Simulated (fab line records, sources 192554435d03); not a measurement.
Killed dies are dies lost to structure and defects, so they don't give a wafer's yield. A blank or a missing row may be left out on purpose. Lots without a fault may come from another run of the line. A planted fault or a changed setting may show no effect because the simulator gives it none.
fab line records | flow n5_finfet
record lots=7 wafers=21
route steps=1938 shown BEOL_M4@1047 BEOL_M5@1119 BEOL_M7@1263 BEOL_M9@1401
start_h: hours from the record's first day to the start of the lot's first wafer shown | wait_h: hours since the lot's step before | " the same as in the row above | L1.1+2: a row that stands for several wafers | - no value, or no start given | * or withheld: withheld | < > ~ a bound
route shown NAME@n: a module of which the file shows steps, and the number in the route of the first | usual: mean/standard deviation of fault-free wafers | same: alike in all rows | chamber/n: place in a boat | sites: the reading at each site | _std_site: their standard deviation | _edge_site: outer sites' mean less inner sites' | radius_mm: how far each site lies from the wafer's centre | mask NAME#n: copy n | behind: the tool/chamber that last shaped the wafer | hold: why the lot was held/for how many hours/how that ended | device: the transistor (n, p or np) that didn't switch | end of line: the same wafers' tests at the end of the route | a step without rows: its recipe alone | killed: dies lost to structure and defects at the first sort, not the wafer's yield | map: a wafer's dies, x killed, . not, _ none there
set.NAME: the setting as run; set.NAME@STEP: as run at that earlier step | model.NAME: the simulator's own value behind a step, which no gauge read
lots whose settings were changed on purpose; a table a step, a row a wafer
## steps
# step N5_BEOL_M4_COAT_67
# recipe resist=SOC temp_c=250 time_s=60 spin_rpm=1500 resist_thk_nm=60
# columns lot.wafer tool chamber start_h wait_h set.spin_rpm model.SOC_of_BEOL_M4_COAT_67.thk_nm
L076.1+4 litho_track-02 0 185.83 0.0 1500 60.4
L076.5 " 0 " " 1356 63.6
L079.3 litho_track-02 0 194.10 0.0 1500 59.8
L079.4+6 " 0 " " 1500 60.2
L080.4+5+6 litho_track-04 0 223.44 0.0 1500 60
L084.1+4+5 litho_track-04 0 255.62 0.0 1500 59.8
L090.1+4 litho_track-02 0 276.71 0.0 1560 59.2
L090.2 " 0 " " 1500 60.2
L095.1 litho_track-01 0 329.51 0.0 1452 61
L095.2+4 " 0 " " 1500 60
L097.1+6 litho_track-02 0 339.20 0.0 1500 59.8
L097.5 " 0 " " 1500 59.6
# step N5_BEOL_M4_COAT_68
# recipe resist=SiARC temp_c=220 time_s=60 spin_rpm=1500 resist_thk_nm=12
# step N5_BEOL_M4_COAT_76
# recipe resist=underlayer temp_c=205 time_s=60 spin_rpm=1500 resist_thk_nm=5
# step N5_BEOL_M4_ALD_98
# recipe material=SiO2 target_thk_a=25 temp_c=100 ald_precursor_family=BDEAS ald_co_reactant=O2-plasma pulse_time_s=1 co_reactant_pulse_time_s=1 purge_time_s=2 co_reactant_purge_time_s=2 ald_cycles=17 pressure_torr=2
# step N5_BEOL_M4_ETCHBACK_99
# recipe chemistry=CHF3 target=SiO2 target_depth_a=50 time_s=10.4 source_w=215 bias_w=47 Ar_flow_sccm=200 CHF3_flow_sccm=12 ion_energy_ev=100 pressure_mtorr=30
# step N5_BEOL_M4_ETCH_70
# recipe chemistry=N2/H2 target=SOC target_depth_a=800 overetch_a=240 mask_material=SiARC temp_c=40 time_s=130 ion_energy_ev=200 pressure_mtorr=30 source_w=840 bias_w=150 n2_flow_sccm=200 h2_flow_sccm=200
# columns lot.wafer tool chamber start_h wait_h set.spin_rpm@BEOL_M4_COAT_67 model.etch.depth_nm
L076.1 rie_diel-03 2 191.80 0.0 1500 60.44
L076.4 " 1 " " 1500 60.41
L076.5 " 0 " " 1356 63.64
L079.3 rie_diel-03 3 217.78 0.0 1500 59.86
L079.4 " 2 " " 1500 60.12
L079.6 " 1 " " 1500 60.28
L080.4 rie_diel-01 0 228.59 0.0 1500 60.02
L080.5 " 0 " " 1500 60.08
L080.6 " 1 " " 1500 60.03
L084.1 rie_diel-04 0 258.83 0.0 1500 59.74
L084.4 " 1 " " 1500 59.81
L084.5 " 0 " " 1500 59.79
L090.1 rie_diel-01 2 294.67 0.0 1560 59.25
L090.2 " 1 " " 1500 60.23
L090.4 " 3 " " 1560 59.23
L095.1 rie_diel-01 1 332.98 0.0 1452 61.06
L095.2 " 2 " " 1500 59.93
L095.4 " 3 " " 1500 60
L097.1 rie_diel-01 1 343.70 0.0 1500 59.73
L097.5 " 3 " " 1500 59.68
L097.6 " 2 " " 1500 59.81
# step N5_BEOL_M5_COAT_71
# recipe resist=underlayer temp_c=205 time_s=60 spin_rpm=1500 resist_thk_nm=5
# columns lot.wafer tool chamber start_h wait_h set.spin_rpm
L076.1+4+5 litho_track-05 0 - - 1500
L079.3+4 litho_track-04 0 - - 1574
L079.6 " 0 " " 1500
L080.4+5+6 litho_track-05 0 - - 1500
L084.1 litho_track-04 0 - - 1560
L084.4+5 " 0 " " 1500
L090.1 litho_track-03 0 - - 1500
L090.2+4 " 0 " " 1348
L095.1+4 litho_track-05 0 - - 1500
L095.2 " 0 " " 1448
L097.1 litho_track-05 0 - - 1500
L097.5+6 " 0 " " 1456
# step N5_BEOL_M5_ETCH_72
# recipe chemistry=N2/H2 target=underlayer target_depth_a=65 mask_material=CAR-EUV time_s=5.2 ion_energy_ev=200 pressure_mtorr=30 source_w=840 bias_w=150 n2_flow_sccm=200 h2_flow_sccm=200 ends=cleared
# usual rf_vpp_V=523.6/2.8
# columns lot.wafer tool chamber start_h wait_h set.bias_w set.spin_rpm@BEOL_M5_COAT_71 rf_vpp_V model.etch.depth_nm
L076.1 rie_diel-06 3 200.11 0.0 134.2 1500 484.8 4.988
L076.4 " 1 " " 150 1500 521.3 4.985
L076.5 " 1 " " 134.2 1500 487.8 4.974
L079.3 rie_diel-02 0 226.31 0.0 150 1574 523.2 4.865
L079.4 " 3 " " 140.3 1574 499.5 4.865
L079.6 " 2 " " 150 1500 524.8 4.979
L080.4 rie_diel-06 3 236.38 0.0 150 1500 520.3 4.999
L080.5 " 1 " " 150 1500 520.6 4.993
L080.6 " 0 " " 150 1500 522.1 5.005
L084.1 rie_diel-06 0 266.43 0.0 126.1 1560 469.3 4.897
L084.4 " 1 " " 126.1 1500 468.9 4.99
L084.5 " 3 " " 150 1500 521.1 5.008
L090.1 rie_diel-02 2 301.77 0.0 141.9 1500 505.8 4.986
L090.2 " 0 " " 141.9 1348 506.9 5.236
L090.4 " 3 " " 150 1348 523.5 5.251
L095.1 rie_diel-02 2 341.73 0.0 150 1500 523.3 5.018
L095.2 " 0 " " 163.3 1448 553.5 5.108
L095.4 " 3 " " 163.3 1500 550.3 5.021
L097.1 rie_diel-05 2 352.28 0.0 168.4 1500 562.2 5
L097.5 " 3 " " 168.4 1456 567.7 5.087
L097.6 " 2 " " 168.4 1456 561.3 5.069
# step N5_BEOL_M7_ILD_DEP_00
# recipe material=SiCOH_lowk target_thk_a=1797.5 temp_c=300 precursor=DEMS/porogen pressure_torr=5 rf_w=500 time_s=33.4
# columns lot.wafer tool chamber start_h wait_h set.time_s model.SiCOH_lowk_of_BEOL_M7_ILD_DEP_00.thk_nm
L076.1 pecvd-03 1 226.74 0.0 29.5 154.2
L076.4 " 0 " " 29.5 159.6
L076.5 " 1 " " 33.4 181
L079.3 pecvd-03 0 247.90 0.1 30.15 162.4
L079.4 " 1 " " 33.4 177.8
L079.6 " 0 " " 33.4 178.4
L080.4 pecvd-02 2 255.77 0.1 33.4 182.6
L080.5 " 0 " " 33.4 182.2
L080.6 " 1 " " 33.4 180.4
L084.1 pecvd-02 1 286.40 0.0 37.34 196.8
L084.4 " 0 " " 33.4 179.6
L084.5 " 1 " " 37.34 198.6
L090.1 pecvd-01 1 320.17 0.0 28.93 155
L090.2 " 0 " " 33.4 179.2
L090.4 " 2 " " 33.4 181.4
L095.1 pecvd-02 2 363.25 0.0 29.14 155.8
L095.2 " 0 " " 33.4 175.6
L095.4 " 0 " " 29.14 154.6
L097.1 pecvd-03 0 369.71 0.0 31.79 168.6
L097.5 " 0 " " 31.79 168.2
L097.6 " 1 " " 33.4 180.4
# step N5_BEOL_M7_CURE_74
# recipe temp_c=385 time_s=240 ambient=He/Ar material=SiCOH_lowk
# columns lot.wafer tool chamber start_h wait_h set.time_s@BEOL_M7_ILD_DEP_00 model.SiCOH_lowk_of_BEOL_M7_ILD_DEP_00.thk_nm
L076.1 uv_cure-01 2 226.82 0.1 29.5 132.8
L076.4 " 2 " " 29.5 137.6
L076.5 " 2 " " 33.4 156
L079.3 uv_cure-02 2 248.13 0.2 30.15 140
L079.4 " 2 " " 33.4 153.4
L079.6 " 2 " " 33.4 153.8
L080.4 uv_cure-01 1 256.05 0.3 33.4 157.4
L080.5 " 1 " " 33.4 157.2
L080.6 " 1 " " 33.4 155.6
L084.1 uv_cure-01 1 286.72 0.3 37.34 169.8
L084.4 " 1 " " 33.4 154.8
L084.5 " 1 " " 37.34 171.4
L090.1 uv_cure-03 0 320.24 0.0 28.93 133.4
L090.2 " 0 " " 33.4 154.6
L090.4 " 0 " " 33.4 156.4
L095.1 uv_cure-03 0 363.31 0.0 29.14 134
L095.2 " 0 " " 33.4 151.4
L095.4 " 0 " " 29.14 133
L097.1 uv_cure-02 1 369.77 0.0 31.79 145.2
L097.5 " 1 " " 31.79 145
L097.6 " 1 " " 33.4 155.6
# step N5_BEOL_M7_THK_MEAS_01
# recipe reads=SiCOH_lowk_of_BEOL_M7_ILD_DEP_00
# usual M7_ILD_THK=154.2/1.9
# columns lot.wafer tool chamber start_h wait_h set.time_s@BEOL_M7_ILD_DEP_00 M7_ILD_THK[nm]
L076.1 film_metro-02 - 227.33 0.4 29.5 132.9
L076.4 " - " " 29.5 137.4
L076.5 " - " " 33.4 156.0
L079.3 film_metro-02 - 248.48 0.3 30.15 139.9
L079.4 " - " " 33.4 153.3
L079.6 " - " " 33.4 153.8
L080.4 film_metro-01 - 256.33 0.2 33.4 157.6
L080.5 " - " " 33.4 157.3
L080.6 " - " " 33.4 155.5
L084.1 film_metro-01 - 287.23 0.4 37.34 169.7
L084.4 " - " " 33.4 154.9
L084.5 " - " " 37.34 171.4
L090.1 film_metro-02 - 321.23 0.8 28.93 133.5
L090.2 " - " " 33.4 154.6
L090.4 " - " " 33.4 156.5
L095.1 film_metro-01 - 363.82 0.4 29.14 134.0
L095.2 " - " " 33.4 151.3
L095.4 " - " " 29.14 133.0
L097.1 film_metro-01 - 370.29 0.4 31.79 145.2
L097.5 " - " " 31.79 145.0
L097.6 " - " " 33.4 155.6
# step N5_BEOL_M7_VIA_ETCH_34
# recipe chemistry=C4F6/O2 target=SiCOH_lowk target_depth_a=1255 mask_material=SOC taper_deg=4 time_s=50.5 ion_energy_ev=250 pressure_mtorr=30 source_w=345 bias_w=185 Ar_flow_sccm=300 C4F6_flow_sccm=10 O2_flow_sccm=10
# usual rf_vpp_V=669/6.5
# columns lot.wafer tool chamber start_h wait_h set.source_w rf_vpp_V model.etch.depth_nm
L076.1 rie_diel-05 3 232.31 0.0 369.7 645 124.4
L076.4 " 0 " " 369.7 647 124.8
L076.5 " 2 " " 345 668 124.1
L079.3 rie_diel-05 0 254.84 0.0 294.6 726 114.5
L079.4 " 2 " " 345 668 124.3
L079.6 " 2 " " 294.6 724 115.5
L080.4 rie_diel-05 0 258.78 0.0 345 670 123.2
L080.5 " 0 " " 345 671 122.9
L080.6 " 3 " " 345 671 122.4
L084.1 rie_diel-05 0 294.32 0.0 345 669 123.8
L084.4 " 3 " " 345 669 122.9
L084.5 " 3 " " 345 671 123.3
L090.1 rie_diel-05 2 326.01 0.0 345 668 123.8
L090.2 " 1 " " 345 656 124.2
L090.4 " 0 " " 345 670 122.9
L095.1 rie_diel-05 2 367.27 0.0 345 667 123.6
L095.2 " 1 " " 345 653 124.5
L095.4 " 0 " " 345 670 122.7
L097.1 rie_diel-02 1 373.82 0.0 345 667 125.6
L097.5 " 0 " " 301.8 718 118.8
L097.6 " 3 " " 301.8 716 120.6
# step N5_BEOL_M7_TRENCH_ETCH_37
# recipe chemistry=C4F6/O2 target_depth_a=934.78 target=SiCOH_lowk time_s=31.2 ion_energy_ev=250 pressure_mtorr=30 source_w=345 bias_w=185 Ar_flow_sccm=300 C4F6_flow_sccm=10 O2_flow_sccm=10
# usual rf_vpp_V=669/6.4
# columns lot.wafer tool chamber start_h wait_h set.bias_w rf_vpp_V model.BEOL_M7.feature_depth_nm model.etch.depth_nm
L076.1 rie_diel-05 3 - - 175.4 643 89 88.95
L076.4 " 0 " " 185 670 91.6 91.57
L076.5 " 2 " " 175.4 641 90.8 90.87
L079.3 rie_diel-05 0 - - 207.2 733 95.4 95.37
L079.4 " 2 " " 185 669 92.8 92.75
L079.6 " 2 " " 207.2 730 96.8 96.74
L080.4 rie_diel-05 0 - - 185 669 90.8 90.83
L080.5 " 0 " " 185 672 91.6 91.56
L080.6 " 3 " " 185 670 91.6 91.63
L084.1 rie_diel-05 0 - - 185 671 91.6 91.54
L084.4 " 3 " " 185 668 91.8 91.73
L084.5 " 3 " " 185 671 91.8 91.71
L090.1 rie_diel-05 2 - - 185 669 91.8 91.71
L090.2 " 1 " " 185 656 91.8 91.83
L090.4 " 0 " " 171.2 630 89.2 89.19
L095.1 rie_diel-05 2 - - 185 666 92.2 92.16
L095.2 " 1 " " 185 655 91.8 91.8
L095.4 " 0 " " 185 670 91 90.99
L097.1 rie_diel-02 1 - - 210.9 742 98.6 98.57
L097.5 " 0 " " 185 671 92.8 92.83
L097.6 " 3 " " 185 668 93.8 93.79
# step N5_BEOL_M7_ETCH_41
# recipe chemistry=CH3F/O2 target=SiCN target_depth_a=319 taper_deg=2 time_s=57.8 ion_energy_ev=120 mask_material=TiN pressure_mtorr=30 source_w=395 bias_w=75 Ar_flow_sccm=150 CH3F_flow_sccm=30 O2_flow_sccm=20
# step N5_BEOL_M7_STRIP_80
# recipe chemistry=N2/H2 time_s=10 power_w=450 temp_c=40 pressure_mtorr=20 rf_frequency_hz=6e+07 bias_power_w=7 n2_flow_sccm=200 h2_flow_sccm=200
# step N5_BEOL_M7_OCD_MEAS_38
# usual trench_depth_nm=93.3/1.6
# columns lot.wafer tool chamber start_h wait_h set.bias_w@BEOL_M7_TRENCH_ETCH_37 trench_depth_nm
L076.1 ocd-01 - 232.56 - 175.4 89.2
L076.4 " - " " 185 91.2
L076.5 " - " " 175.4 90.8
L079.3 ocd-02 - 255.09 - 207.2 95.6
L079.4 " - " " 185 93.3
L079.6 " - " " 207.2 96.7
L080.4 ocd-02 - 259.03 - 185 90.8
L080.5 " - " " 185 91.7
L080.6 " - " " 185 91.5
L084.1 ocd-01 - 294.57 - 185 91.4
L084.4 " - " " 185 91.9
L084.5 " - " " 185 91.5
L090.1 ocd-01 - 326.26 - 185 91.7
L090.2 " - " " 185 91.7
L090.4 " - " " 171.2 89.9
L095.1 ocd-02 - 367.52 - 185 92.7
L095.2 " - " " 185 91.8
L095.4 " - " " 185 90.9
L097.1 ocd-02 - 374.07 - 210.9 97.8
L097.5 " - " " 185 92.9
L097.6 " - " " 185 93.6
# step N5_BEOL_M7_HM_STRIP_39
# recipe chemistry=peroxide_tin_strip material=TiN target_depth_a=250 temp_c=50 time_s=158
# step N5_BEOL_M7_SRD_40
# recipe time_s=30 temp_c=23 rinse_liquid=diw dry=ipa_marangoni
# step N5_BEOL_M7_ECD_50
# recipe material=Cu target_thk_a=3000
# step N5_BEOL_M7_ANNEAL_51
# recipe temp_c=225 time_s=90 ambient=N2
# step N5_BEOL_M7_CMP_52
# recipe stop_on=SiCOH_lowk t_overpolish_s=6.9 down_force_psi=1 platen_rpm=50 clearing_platen_down_force_psi=1.5 clearing_platen_rpm=50 post_cmp_clean=cu_alkaline target_thk_nm=80 clearing_platen_pad_velocity_m_s=0.99484 pad_velocity_m_s=0.99484
# columns lot.wafer tool chamber start_h wait_h set.bias_w@BEOL_M7_TRENCH_ETCH_37 model.Cu_of_BEOL_M7_ECD_50.thk_nm
L076.1 cmp-02 3 235.00 0.3 175.4 76.2
L076.4 " 0 " " 185 76.8
L076.5 " 3 " " 175.4 77.2
L079.3 cmp-04 0 257.79 0.4 207.2 83.6
L079.4 " 1 " " 185 80.4
L079.6 " 3 " " 207.2 84.6
L080.4 cmp-04 0 261.37 0.2 185 79
L080.5 " 2 " " 185 79.6
L080.6 " 3 " " 185 79.4
L084.1 cmp-04 1 297.51 0.3 185 79
L084.4 " 2 " " 185 79.8
L084.5 " 1 " " 185 80
L090.2 cmp-04 2 329.01 0.2 185 78
L090.4 " 3 " " 171.2 76.2
L090.1 " 0 " " 185 78.6
L095.1 cmp-01 1 369.50 0.3 185 78
L095.4+2 " 2,3 " " 185 77.4
L097.1 cmp-01 3 375.84 0.4 210.9 85.8
L097.5 " 0 " " 185 79.2
L097.6 " 1 " " 185 81.6
# step N5_BEOL_M7_THK_MEAS_53
# recipe thk_meas_gauge=xrf reads=Cu_of_BEOL_M7_ECD_50
# usual M7_THK=81.4/2
# columns lot.wafer tool chamber start_h wait_h set.bias_w@BEOL_M7_TRENCH_ETCH_37 M7_THK[nm]
L076.1 film_metro-01 - 235.29 - 175.4 77.9
L076.4 " - " " 185 78.9
L076.5 " - " " 175.4 79.1
L079.3 film_metro-01 - 258.01 - 207.2 86.2
L079.4 " - " " 185 82.9
L079.6 " - " " 207.2 87.1
L080.4 film_metro-02 - 261.59 - 185 79.3
L080.5 " - " " 185 80.3
L080.6 " - " " 185 79.6
L084.1 film_metro-01 - 297.77 - 185 80.6
L084.4 " - " " 185 81.2
L084.5 " - " " 185 81.5
L090.1 film_metro-02 - 329.30 - 185 79.4
L090.2 " - " " 185 78.3
L090.4 " - " " 171.2 76.7
L095.1 film_metro-02 - 369.79 - 185 79.4
L095.2 " - " " 185 78.9
L095.4 " - " " 185 78.7
L097.1 film_metro-02 - 376.02 - 210.9 86.8
L097.5 " - " " 185 80.1
L097.6 " - " " 185 82.6
# step N5_BEOL_M9_ILD_DEP_00
# recipe material=SiCOH_lowk target_thk_a=3085.1 temp_c=300 precursor=DEMS/porogen pressure_torr=5 rf_w=500 time_s=58
# columns lot.wafer tool chamber start_h wait_h set.time_s model.SiCOH_lowk_of_BEOL_M9_ILD_DEP_00.thk_nm
L076.1 pecvd-04 0 247.13 0.0 58 305.8
L076.4 " 1 " " 66.3 353.8
L076.5 " 0 " " 58 310.4
L079.3 pecvd-04 0 270.48 0.0 58 308.8
L079.4 " 2 " " 58 316.4
L079.6 " 1 " " 58 309.4
L080.4+5 pecvd-04 2,0 271.29 0.1 58 315.2
L080.6 " 1 " " 58 312.2
L084.1 pecvd-03 0 305.20 0.0 54.37 289.4
L084.4 " 2 " " 54.37 290.4
L084.5 " 0 " " 58 311.8
L090.1 pecvd-04 1 338.19 0.0 65.94 353
L090.2 " 0 " " 58 305.6
L090.4 " 0 " " 65.94 348.4
L095.1 pecvd-02 1 377.16 0.0 53.42 279
L095.2 " 0 " " 53.42 277.8
L095.4 " 1 " " 58 307.8
L097.1 pecvd-04 0 393.86 0.0 58 305.6
L097.5 " 2 " " 54.3 290.6
L097.6 " 0 " " 58 309.8
# step N5_BEOL_M9_CURE_71
# recipe temp_c=385 time_s=240 ambient=He/Ar material=SiCOH_lowk
# columns lot.wafer tool chamber start_h wait_h set.time_s@BEOL_M9_ILD_DEP_00 model.SiCOH_lowk_of_BEOL_M9_ILD_DEP_00.thk_nm
L076.1 uv_cure-01 2 247.21 0.0 58 265.6
L076.4 " 2 " " 66.3 308.2
L076.5 " 2 " " 58 269.6
L079.3 uv_cure-03 0 271.01 0.5 58 268.2
L079.4 " 0 " " 58 275
L079.6 " 0 " " 58 268.8
L080.4 uv_cure-03 2 272.05 0.7 58 273.8
L080.5 " 2 " " 58 274
L080.6 " 2 " " 58 271.4
L084.1 uv_cure-02 2 305.28 0.0 54.37 251.2
L084.4 " 2 " " 54.37 252
L084.5 " 2 " " 58 270.8
L090.1 uv_cure-03 0 338.27 0.0 65.94 307.4
L090.2 " 0 " " 58 265.4
L090.4 " 0 " " 65.94 303.4
L095.1 uv_cure-03 2 377.23 0.0 53.42 241.8
L095.2 " 2 " " 53.42 240.8
L095.4 " 2 " " 58 267.4
L097.1 uv_cure-02 0 393.96 0.1 58 265.4
L097.5 " 0 " " 54.3 252.2
L097.6 " 0 " " 58 269
# step N5_BEOL_M9_THK_MEAS_01
# recipe reads=SiCOH_lowk_of_BEOL_M9_ILD_DEP_00
# usual M9_ILD_THK=269/3
# columns lot.wafer tool chamber start_h wait_h set.time_s@BEOL_M9_ILD_DEP_00 M9_ILD_THK[nm]
L076.1 film_metro-02 - 247.72 0.4 58 266
L076.4 " - " " 66.3 308
L076.5 " - " " 58 270
L079.3 film_metro-01 - 271.36 0.3 58 268
L079.4 " - " " 58 275
L079.6 " - " " 58 269
L080.4 film_metro-01 - 272.32 0.2 58 274
L080.5 " - " " 58 274
L080.6 " - " " 58 271
L084.1 film_metro-01 - 305.79 0.4 54.37 251
L084.4 " - " " 54.37 252
L084.5 " - " " 58 271
L090.1 film_metro-01 - 338.78 0.4 65.94 307
L090.2 " - " " 58 265
L090.4 " - " " 65.94 303
L095.1 film_metro-02 - 377.75 0.4 53.42 242
L095.2 " - " " 53.42 241
L095.4 " - " " 58 267
L097.1 film_metro-01 - 394.49 0.4 58 265
L097.5 " - " " 54.3 252
L097.6 " - " " 58 269
## key
split step=N5_BEOL_M4_COAT_67 setting=spin_rpm stated=1500 by=wafer
response step=N5_BEOL_M4_COAT_67 reading=model.SOC_of_BEOL_M4_COAT_67.thk_nm change=-0.32 per=1% r=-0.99
response step=N5_BEOL_M4_ETCH_70 reading=model.etch.depth_nm change=-0.324 per=1% r=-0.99
split step=N5_BEOL_M5_COAT_71 setting=spin_rpm stated=1500 by=wafer
response step=N5_BEOL_M5_ETCH_72 reading=model.etch.depth_nm change=-0.0251 per=1% r=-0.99
split step=N5_BEOL_M5_ETCH_72 setting=bias_w stated=150 by=wafer
response step=N5_BEOL_M5_ETCH_72 reading=rf_vpp_V change=+3.31 per=1% r=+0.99
split step=N5_BEOL_M7_ILD_DEP_00 setting=time_s stated=33.4 by=wafer
response step=N5_BEOL_M7_ILD_DEP_00 reading=model.SiCOH_lowk_of_BEOL_M7_ILD_DEP_00.thk_nm change=+1.77 per=1% r=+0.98
response step=N5_BEOL_M7_CURE_74 reading=model.SiCOH_lowk_of_BEOL_M7_ILD_DEP_00.thk_nm change=+1.55 per=1% r=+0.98
response step=N5_BEOL_M7_THK_MEAS_01 reading=M7_ILD_THK change=+1.54 per=1% r=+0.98
split step=N5_BEOL_M7_VIA_ETCH_34 setting=source_w stated=345 by=wafer
response step=N5_BEOL_M7_VIA_ETCH_34 reading=rf_vpp_V change=-3.82 per=1% r=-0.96
response step=N5_BEOL_M7_VIA_ETCH_34 reading=model.etch.depth_nm change=+0.507 per=1% r=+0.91
split step=N5_BEOL_M7_TRENCH_ETCH_37 setting=bias_w stated=185 by=wafer
response step=N5_BEOL_M7_TRENCH_ETCH_37 reading=rf_vpp_V change=+5.08 per=1% r=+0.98
response step=N5_BEOL_M7_TRENCH_ETCH_37 reading=model.BEOL_M7.feature_depth_nm change=+0.336 per=1% r=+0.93
response step=N5_BEOL_M7_TRENCH_ETCH_37 reading=model.etch.depth_nm change=+0.334 per=1% r=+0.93
response step=N5_BEOL_M7_OCD_MEAS_38 reading=trench_depth_nm change=+0.28 per=1% r=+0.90
response step=N5_BEOL_M7_CMP_52 reading=model.Cu_of_BEOL_M7_ECD_50.thk_nm change=+0.322 per=1% r=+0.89
response step=N5_BEOL_M7_THK_MEAS_53 reading=M7_THK change=+0.329 per=1% r=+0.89
split step=N5_BEOL_M9_ILD_DEP_00 setting=time_s stated=58 by=wafer
response step=N5_BEOL_M9_ILD_DEP_00 reading=model.SiCOH_lowk_of_BEOL_M9_ILD_DEP_00.thk_nm change=+3.27 per=1% r=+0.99
response step=N5_BEOL_M9_CURE_71 reading=model.SiCOH_lowk_of_BEOL_M9_ILD_DEP_00.thk_nm change=+2.9 per=1% r=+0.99
response step=N5_BEOL_M9_THK_MEAS_01 reading=M9_ILD_THK change=+2.9 per=1% r=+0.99
